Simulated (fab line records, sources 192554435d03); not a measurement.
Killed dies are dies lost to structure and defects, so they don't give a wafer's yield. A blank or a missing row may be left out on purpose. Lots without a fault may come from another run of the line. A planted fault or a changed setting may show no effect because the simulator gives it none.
fab line records | flow n5_finfet | part 1 of 2: steps 1 to 3 of 6
record lots=22 wafers=66 last_day=17
route steps=1938 shown BEOL_M9@1447 BEOL_M10@1471 BEOL_M11@1549
lots that met no fault: from a run of the same line without faults
start_h: hours from the record's first day to the start of the lot's first wafer shown | wait_h: hours since the lot's step before | " the same as in the row above | L1.1+2: a row that stands for several wafers | - no value, or no start given | * or withheld: withheld | < > ~ a bound
route shown NAME@n: a module of which the file shows steps, and the number in the route of the first | usual: mean/standard deviation of fault-free wafers | same: alike in all rows | chamber/n: place in a boat | sites: the reading at each site | _std_site: their standard deviation | _edge_site: outer sites' mean less inner sites' | radius_mm: how far each site lies from the wafer's centre | mask NAME#n: copy n | behind: the tool/chamber that last shaped the wafer | hold: why the lot was held/for how many hours/how that ended | device: the transistor (n, p or np) that didn't switch | end of line: the same wafers' tests at the end of the route | a step without rows: its recipe alone | killed: dies lost to structure and defects at the first sort, not the wafer's yield | map: a wafer's dies, x killed, . not, _ none there
set.NAME: the setting as run; set.NAME@STEP: as run at that earlier step | model.NAME: the simulator's own value behind a step, which no gauge read
steps of the route over a sample of lots; a table a step, a row a wafer
services: from which hour (start_h, from the record's first day; less than 0 if before it) a tool's chamber was out of use, for how many hours, and why
## steps
# step N5_BEOL_M9_ETCH_41
# recipe chemistry=CH3F/O2 target=SiCN target_depth_a=366 taper_deg=2 time_s=70.1 ion_energy_ev=120 mask_material=TiN pressure_mtorr=30 source_w=395 bias_w=75 Ar_flow_sccm=150 CH3F_flow_sccm=30 O2_flow_sccm=20
# usual bias_w=74.96/0.24 drypump_motor_current_A=5.5/0.56 oes_product_au=0.80/0.086 rf_vpp_V=297.1/2 showerhead_plenum_p_Torr=2.00/0.093 throttle_valve_pct=16.35/0.21
# columns lot.wafer tool chamber start_h wait_h bias_w drypump_motor_current_A oes_product_au rf_hours_counter_h rf_vpp_V showerhead_plenum_p_Torr throttle_valve_pct
L074.2 rie_diel-06 1 - - 74.95 5.4 0.80 107 299.5 2.11 16.26
L074.3 " 2 " " 75.19 4.7 0.68 236 294.5 1.98 16.70
L074.4 " 3 " " 74.98 4.7 0.82 102 297.3 1.99 16.28
L076.2 rie_diel-03 2 - - 74.54 5.2 0.83 62 297.4 1.95 16.41
L076.3 " 1 " " 74.86 5.0 0.86 45 298.7 2.12 16.03
L076.6 " 3 " " 74.90 6.5 0.68 - 297.1 1.87 16.38
L078.2 rie_diel-03 3 - - 74.78 6.5 0.69 251 294.9 1.87 16.38
L078.3 " 1 " " 75.32 5.0 0.85 46 298.9 2.12 16.04
L078.4 " 1 " " 75.63 5.0 0.87 - 299.8 2.12 16.04
L077.3 rie_diel-06 0 - - 75.05 6.2 0.70 236 295.7 1.89 16.79
L077.5 " 1 " " 74.83 5.4 0.78 - 299.8 2.11 16.26
L077.6 " 0 " " 75.21 6.2 0.71 - 296.4 1.89 16.80
L079.1 rie_diel-03 1 - - 74.80 5.0 0.84 50 298.6 2.12 16.05
L079.2 " 2 " " 74.99 5.2 0.82 66 296.7 1.94 16.41
L079.6 " 1 " " 74.94 5.1 0.85 - 299.1 2.12 16.04
L080.1 rie_diel-02 0 - - 74.84 5.7 0.72 157 293.6 1.85 16.63
L080.3 " 2 " " 74.99 5.6 0.81 92 295.4 1.93 16.28
L080.4 " 1 " " 75.40 5.4 0.68 248 295.6 1.97 16.84
L081.1 rie_diel-03 2 - - 75.07 5.3 0.82 68 296.7 1.94 16.40
L081.3 " 3 " " 74.99 6.5 0.67 257 294.8 1.87 16.42
L081.6 " 1 " " 75.18 5.0 0.84 - 300.8 2.12 16.05
L083.1 rie_diel-03 0 - - 75.14 5.9 0.68 211 298.0 2.07 16.34
L083.4 " 1 " " 74.92 5.0 0.83 - 299.9 2.11 16.07
L083.5 " 2 " " 74.76 5.3 0.80 - 294.3 1.94 16.44
L082.1 rie_diel-03 2 - - 75.08 5.2 0.81 77 295.7 1.94 16.43
L082.3 " 0 " " 74.86 5.9 0.68 211 298.4 2.07 16.34
L082.4 " 0 " " 74.92 6.0 0.69 - 298.7 2.07 16.36
L084.2 rie_diel-02 3 - - 75.28 6.0 0.91 27 299.3 2.07 16.16
L084.3 " 2 " " 75.42 5.6 0.80 102 295.7 1.93 16.33
L084.6 " 0 " " 74.73 5.7 0.72 - 293.7 1.84 16.64
L085.2 rie_diel-06 1 - - 74.89 5.4 0.77 126 297.6 2.11 16.30
L085.4 " 0 " " 75.35 6.2 0.69 - 294.4 1.88 16.81
L085.5 " 1 " " 75.00 5.4 0.77 - 300.2 2.11 16.29
L086.2 rie_diel-06 1 - - 75.05 5.4 0.78 127 298.7 2.11 16.30
L086.3 " 0 " " 75.13 6.2 0.69 248 294.1 1.88 16.82
L086.6 " 3 " " 75.19 4.8 0.79 - 297.5 1.99 16.34
L087.3 rie_diel-02 1 - - 74.44 5.5 0.91 8 296.7 1.97 16.34
L087.5 " 0 " " 74.74 5.7 0.71 - 293.6 1.84 16.67
L087.6 " 1 " " 74.75 5.5 0.91 - 297.3 1.97 16.35
L089.1 rie_diel-06 0 - - 74.62 6.2 0.68 256 293.2 1.88 16.84
L089.2 " 1 " " 74.43 5.4 0.78 134 299.1 2.10 16.32
L089.3 " 3 " " 74.66 4.7 0.79 126 298.5 1.99 16.34
L088.1 rie_diel-03 3 - - 75.08 6.5 0.95 8 299.5 2.11 15.91
L088.5 " 2 " " 74.99 5.3 0.79 - 295.0 1.94 16.46
L088.6 " 1 " " 75.01 5.0 0.81 - 298.7 2.11 16.11
L091.2 rie_diel-06 2 - - 74.95 4.7 0.94 8 295.9 1.97 16.22
L091.5 " 1 " " 74.39 5.4 0.76 - 300.1 2.10 16.35
L091.6 " 2 " " 74.99 4.7 0.95 - 296.7 1.97 16.21
L090.1 rie_diel-06 2 - - 74.80 4.7 0.95 8 296.3 1.97 16.23
L090.3 " 1 " " 75.01 5.4 0.76 - 299.4 2.10 16.34
L090.5 " 1 " " 75.31 5.4 0.76 - 299.4 2.10 16.33
L092.1 rie_diel-06 2 - - 75.19 4.7 0.92 14 296.9 1.97 16.24
L092.2 " 3 " " 74.66 4.8 0.79 132 297.8 1.98 16.34
L092.4 " 2 " " 74.99 4.7 0.92 - 296.6 1.97 16.24
L095.2 rie_diel-06 0 - - 74.55 6.2 0.97 7 300.5 2.13 16.34
L095.5 " 0 " " 75.01 6.3 0.98 - 300.3 2.13 16.36
L095.6 " 3 " " 74.93 4.8 0.79 - 296.2 1.98 16.35
L094.3 rie_diel-03 0 - - 74.96 6.0 0.67 234 298.3 2.06 16.38
L094.4 " 1 " " 75.20 5.0 0.81 85 299.4 2.10 16.09
L094.6 " 1 " " 75.19 5.0 0.81 - 297.8 2.10 16.11
L096.4 rie_diel-03 0 - - 75.09 5.9 0.66 237 298.3 2.06 16.37
L096.5 " 1 " " 74.95 5.0 0.80 - 299.2 2.10 16.10
L096.6 " 2 " " 75.25 5.3 0.78 - 297.3 1.93 16.48
L097.2 rie_diel-06 3 - - 75.26 4.8 0.77 142 297.1 1.98 16.38
L097.4 " 1 " " 75.23 5.4 0.75 152 297.7 2.10 16.34
L097.6 " 3 " " 74.99 4.8 0.78 - 295.9 1.98 16.35
# step N5_BEOL_M10_CURE_71
# recipe temp_c=385 time_s=240 ambient=He/Ar material=SiCOH_lowk
# usual lamp_power_pct=52.31/0.053 wafer_temp_C_max=386.7/0.76
# columns lot.wafer tool chamber start_h wait_h lamp_power_pct wafer_temp_C_max
L074.2 uv_cure-01 0 216.38 0.1 52.24 386.6
L074.3 " 0 " " 52.26 386.1
L074.4 " 0 " " 52.28 386.6
L076.2 uv_cure-02 1 228.10 0.1 52.40 387.6
L076.3 " 1 " " 52.34 387.0
L076.6 " 1 " " 52.24 386.6
L078.2 uv_cure-01 0 229.67 0.1 52.32 386.2
L078.3 " 0 " " 52.28 386.0
L078.4 " 0 " " 52.34 386.0
L077.3 uv_cure-01 0 237.81 0.2 52.30 385.7
L077.5 " 0 " " 52.30 386.8
L077.6 " 0 " " 52.29 386.5
L079.1 uv_cure-03 0 239.73 0.2 52.30 385.4
L079.2 " 0 " " 52.21 385.7
L079.6 " 0 " " 52.20 386.1
L080.1 uv_cure-01 2 240.22 0.0 52.28 386.4
L080.3 " 2 " " 52.37 386.1
L080.4 " 2 " " 52.32 386.8
L081.1 uv_cure-03 0 244.31 0.0 52.43 386.1
L081.3 " 0 " " 52.35 386.0
L081.6 " 0 " " 52.39 386.3
L083.1 uv_cure-03 1 265.08 0.0 52.33 387.5
L083.4 " 1 " " 52.29 387.5
L083.5 " 1 " " 52.27 386.9
L082.1 uv_cure-02 0 265.14 0.0 52.34 387.8
L082.3 " 0 " " 52.27 387.7
L082.4 " 0 " " 52.42 387.3
L084.2 uv_cure-03 0 265.64 0.3 52.40 385.7
L084.3 " 0 " " 52.25 386.1
L084.6 " 0 " " 52.31 386.1
L085.2 uv_cure-02 0 271.34 0.1 52.25 386.9
L085.4 " 0 " " 52.29 387.1
L085.5 " 0 " " 52.36 387.2
L086.2 uv_cure-03 2 272.20 0.1 52.32 387.6
L086.3 " 2 " " 52.24 387.3
L086.6 " 2 " " 52.40 387.3
L087.3 uv_cure-01 1 288.44 0.2 52.35 388.7
L087.5 " 1 " " 52.35 389.2
L087.6 " 1 " " 52.28 387.4
L089.1 uv_cure-02 1 288.77 0.0 52.21 387.8
L089.2 " 1 " " 52.27 387.7
L089.3 " 1 " " 52.33 387.3
L088.1 uv_cure-01 2 300.19 0.0 52.30 386.8
L088.5 " 2 " " 52.36 386.6
L088.6 " 2 " " 52.32 386.7
L091.2 uv_cure-02 2 308.44 0.2 52.27 386.3
L091.5 " 2 " " 52.34 386.6
L091.6 " 2 " " 52.32 386.2
L090.1 uv_cure-02 1 309.31 0.0 52.34 387.2
L090.3 " 1 " " 52.34 387.3
L090.5 " 1 " " 52.31 386.8
L092.1 uv_cure-03 2 325.56 0.0 52.35 386.9
L092.2 " 2 " " 52.30 387.4
L092.4 " 2 " " 52.38 386.8
L095.2 uv_cure-03 1 331.14 0.2 52.29 388.7
L095.5 " 1 " " 52.26 387.4
L095.6 " 1 " " 52.31 388.5
L094.3 uv_cure-01 0 337.61 0.2 52.32 386.6
L094.4 " 0 " " 52.38 386.5
L094.6 " 0 " " 52.29 386.4
L096.4 uv_cure-03 2 342.92 0.3 52.33 387.2
L096.5 " 2 " " 52.27 387.5
L096.6 " 2 " " 52.33 386.9
L097.2 uv_cure-03 0 355.67 0.1 52.35 386.0
L097.4 " 0 " " 52.40 385.8
L097.6 " 0 " " 52.43 385.9
# step N5_BEOL_M10_ETCH_62
# recipe chemistry=N2/H2 target=SOC target_depth_a=1100 overetch_a=220 mask_material=SiARC temp_c=40 time_s=165 ion_energy_ev=200 pressure_mtorr=30 source_w=840 bias_w=150 n2_flow_sccm=200 h2_flow_sccm=200
# usual bias_w=150.0/0.46 drypump_motor_current_A=5.7/0.52 oes_product_au=0.68/0.054 rf_vpp_V=522.7/1.6 showerhead_plenum_p_Torr=2.51/0.056 throttle_valve_pct=17.9/0.32
# columns lot.wafer tool chamber start_h wait_h bias_w drypump_motor_current_A oes_product_au rf_hours_counter_h rf_vpp_V showerhead_plenum_p_Torr throttle_valve_pct
L074.2 rie_diel-01 2 218.46 0.0 150.1 5.3 0.63 148 527.6 2.65 18.0
L074.3 " 3 " " 150.5 6.0 0.68 110 525.1 2.55 17.9
L074.4 " 0 " " 150.5 6.3 0.66 152 522.9 2.57 18.0
L076.2 rie_diel-05 2 231.85 0.0 150.6 6.6 0.61 202 523.2 2.54 18.6
L076.3 " 0 " " 150.1 5.1 0.70 82 521.7 2.46 17.8
L076.6 " 0 " " 149.8 5.1 0.70 - 521.3 2.46 17.7
L078.2 rie_diel-05 0 232.14 0.0 150.5 5.1 0.69 82 521.8 2.46 17.8
L078.3 " 2 " " 150.3 6.7 0.61 203 523.0 2.54 18.6
L078.4 " 3 " " 149.0 5.0 0.75 - 522.1 2.48 17.7
L077.3 rie_diel-04 0 239.65 0.0 149.9 6.0 0.65 145 520.1 2.46 18.0
L077.5 " 3 " " 150.1 6.0 0.75 - 520.9 2.47 17.5
L077.6 " 2 " " 149.4 5.4 0.75 - 521.9 2.51 17.7
L079.1 rie_diel-04 3 242.89 0.0 149.3 6.1 0.75 44 523.1 2.47 17.5
L079.2 " 0 " " 149.9 6.0 0.65 147 521.8 2.46 18.0
L079.6 " 0 " " 149.8 5.9 0.65 - 521.4 2.46 18.0
L080.1 rie_diel-05 3 243.05 0.0 151.0 5.0 0.74 46 521.9 2.48 17.7
L080.3 " 2 " " 150.8 6.7 0.61 207 523.2 2.54 18.6
L080.4 " 1 " " 149.7 5.8 0.70 73 522.3 2.44 17.6
L081.1 rie_diel-01 3 246.89 0.0 149.4 6.0 0.67 120 524.0 2.55 17.9
L081.3 " 1 " " 150.8 5.8 0.58 245 525.6 2.51 18.6
L081.6 " 0 " " 149.7 6.4 0.66 - 523.3 2.57 18.0
L083.1 rie_diel-05 3 266.61 0.0 149.3 5.0 0.74 55 521.8 2.47 17.7
L083.4 " 2 " " 150.1 6.7 0.60 216 522.3 2.53 18.6
L083.5 " 3 " " 149.7 5.0 0.74 - 521.8 2.47 17.7
L082.1 rie_diel-04 0 266.78 0.0 150.0 5.9 0.63 158 521.3 2.46 18.0
L082.3 " 1 " " 149.9 5.4 0.69 87 523.1 2.58 17.9
L082.4 " 3 " " 149.6 6.0 0.73 55 523.4 2.46 17.5
L084.2 rie_diel-05 3 266.94 0.0 150.2 5.0 0.74 56 523.0 2.47 17.7
L084.3 " 1 " " 149.6 5.8 0.69 82 521.2 2.43 17.6
L084.6 " 2 " " 150.2 6.7 0.60 - 523.8 2.53 18.6
L085.2 rie_diel-05 3 273.26 0.0 149.0 5.0 0.74 58 522.7 2.47 17.7
L085.4 " 0 " " 151.1 5.1 0.69 97 520.7 2.46 17.8
L085.5 " 0 " " 150.5 5.1 0.69 - 522.7 2.46 17.8
L086.2 rie_diel-01 0 273.46 0.0 149.9 6.3 0.64 173 524.3 2.56 18.1
L086.3 " 3 " " 150.5 6.0 0.65 131 524.2 2.54 17.9
L086.6 " 3 " " 150.0 6.0 0.66 - 523.5 2.54 17.9
L087.3 rie_diel-04 3 291.83 0.0 149.9 6.0 0.73 63 522.6 2.46 17.5
L087.5 " 2 " " 149.9 5.3 0.73 - 521.4 2.50 17.8
L087.6 " 1 " " 150.5 5.5 0.68 - 523.6 2.58 17.9
L089.1 rie_diel-05 1 292.00 0.0 150.0 5.8 0.69 90 520.2 2.43 17.6
L089.2 " 2 " " 150.9 6.7 0.60 226 522.4 2.53 18.7
L089.3 " 3 " " 150.4 5.0 0.73 65 521.6 2.47 17.7
L088.1 rie_diel-01 3 302.12 0.0 149.7 6.0 0.65 143 524.7 2.54 18.0
L088.5 " 1 " " 150.1 5.8 0.80 - 522.7 2.51 18.2
L088.6 " 0 " " 149.3 6.3 0.63 - 524.3 2.56 18.1
L091.2 rie_diel-04 0 310.64 0.0 149.5 5.9 0.63 173 519.8 2.45 18.1
L091.5 " 2 " " 150.5 5.3 0.72 - 520.9 2.50 17.8
L091.6 " 1 " " 149.9 5.4 0.67 - 525.2 2.58 17.9
L090.1 rie_diel-04 0 311.19 0.0 150.4 5.9 0.63 174 521.5 2.45 18.1
L090.3 " 1 " " 150.2 5.5 0.68 103 525.0 2.58 17.9
L090.5 " 3 " " 149.9 6.1 0.72 - 520.3 2.45 17.5
L092.1 rie_diel-04 2 327.39 0.0 150.0 5.4 0.71 64 522.0 2.50 17.8
L092.2 " 0 " " 150.6 5.9 0.62 178 520.1 2.45 18.1
L092.4 " 3 " " 149.8 6.0 0.70 76 520.6 2.45 17.5
L095.2 rie_diel-05 1 334.46 0.0 150.0 5.8 0.68 102 521.7 2.42 17.7
L095.5 " 2 " " 150.0 6.7 0.58 - 523.6 2.52 18.7
L095.6 " 0 " " 150.6 5.1 0.66 - 521.9 2.45 17.8
L094.3 rie_diel-01 1 338.73 0.0 150.0 5.8 0.77 16 522.2 2.50 18.2
L094.4 " 3 " " 148.5 6.0 0.64 156 523.9 2.53 18.0
L094.6 " 1 " " 149.7 5.7 0.78 - 522.2 2.50 18.2
L096.4 rie_diel-01 1 344.77 0.0 150.5 5.7 0.77 20 522.9 2.50 18.2
L096.5 " 1 " " 150.0 5.7 0.76 - 522.1 2.50 18.2
L096.6 " 0 " " 150.3 6.3 0.62 - 522.7 2.55 18.1
L097.2 rie_diel-04 1 357.31 0.0 149.3 5.4 0.66 118 524.8 2.57 17.9
L097.4 " 3 " " 150.6 6.1 0.71 86 523.1 2.45 17.5
L097.6 " 1 " " 150.0 5.4 0.66 - 523.2 2.57 17.9
